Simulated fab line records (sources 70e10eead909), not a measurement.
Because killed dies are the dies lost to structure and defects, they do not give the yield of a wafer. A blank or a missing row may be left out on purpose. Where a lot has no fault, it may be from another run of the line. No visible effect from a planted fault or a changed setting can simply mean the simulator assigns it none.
Which tool did it? | flow nand harc | 18 wafers from 6 lots sampled at 3 of the route's 1159 steps

== WHAT THE GAUGES READ, wafer by wafer ==
NHARC_P_GATE_CD_MEAS_26 targets a cd of 120 nm.
lot  | measured     | on        | cd nm (nm)
L433 | day 5 06:43  | cd sem-03 | 120.7 121.0 119.6
L434 | day 5 09:59  | cd sem-02 | 120.7 119.4 120.2
L439 | day 6 21:55  | cd sem-02 | 119.9 118.4 120.2
L443 | day 7 20:50  | cd sem-03 | 151.6 150.2 151.2 151.5 150.4 151.2
L450 | day 9 11:52  | cd sem-02 | 120.6 120.0 119.4
L454 | day 10 12:35 | cd sem-01 | 120.3 120.4 120.3

== WHAT TOOL EACH LOT RAN ON (gives the tool, then ch and the chambers of the sampled wafers, and finally the start) ==
lot  | NHARC_P_GATE_DESCUM_13            | NHARC_P_GATE_EXPOSE_23
L433 | rie diel-05 ch 2,3, day 4 16:48   | arfi scanner-03 ch 0, day 5 06:34
L434 | rie diel-08 ch 0,1,3, day 4 20:43 | arfi scanner-03 ch 0, day 5 09:50
L439 | rie diel-05 ch 1,2,3, day 6 07:25 | arfi scanner-02 ch 0, day 6 21:46
L443 | rie diel-08 ch 1,2,3, day 7 06:55 | arfi scanner-03 ch 0, day 7 20:42
L450 | rie diel-08 ch 0,1,2, day 8 22:18 | arfi scanner-02 ch 0, day 9 11:43
L454 | rie diel-05 ch 1,2,3, day 9 21:53 | arfi scanner-01 ch 0, day 10 12:26
- NHARC_P_GATE_DESCUM_13: chemistry O2, time 3 s.
- NHARC_P_GATE_EXPOSE_23: exposes mask P GATE, target cd 120 nm.

== THE ANSWER, worked out from the rows above alone ==
Rule: usual is defined by the lots themselves. Put in order of their means at a reading, lots are off if they are a third of the lots or fewer, leave a main group of 4 or more, and stand apart from it by a gap of 3 or more times the standard deviation of the main group's means; of several such gaps the widest counts. If all means in a main group match to the digits the tables above print for the reading, that group is not used. Also off: a lot with no number at a reading for which 4 or more lots have one. Where the step has rows for the other lots, those lots are counted as sound.
Off: L443, at NHARC_P_GATE_CD_MEAS_26 (cd nm). Main group: mean 120.1 nm, sd 0.33.
If a tool, at a process step before that reading, ran all the lots that are off and no sound lot after the first of them, it fits. Gauges at NHARC_P_GATE_CD_MEAS_26: tried the same way as those tools. This does not decide it: 2 tools fit, namely arfi scanner-03 at NHARC_P_GATE_EXPOSE_23 and cd sem-03 at NHARC_P_GATE_CD_MEAS_26.

== WHAT THE SIMULATOR PUT IN ==
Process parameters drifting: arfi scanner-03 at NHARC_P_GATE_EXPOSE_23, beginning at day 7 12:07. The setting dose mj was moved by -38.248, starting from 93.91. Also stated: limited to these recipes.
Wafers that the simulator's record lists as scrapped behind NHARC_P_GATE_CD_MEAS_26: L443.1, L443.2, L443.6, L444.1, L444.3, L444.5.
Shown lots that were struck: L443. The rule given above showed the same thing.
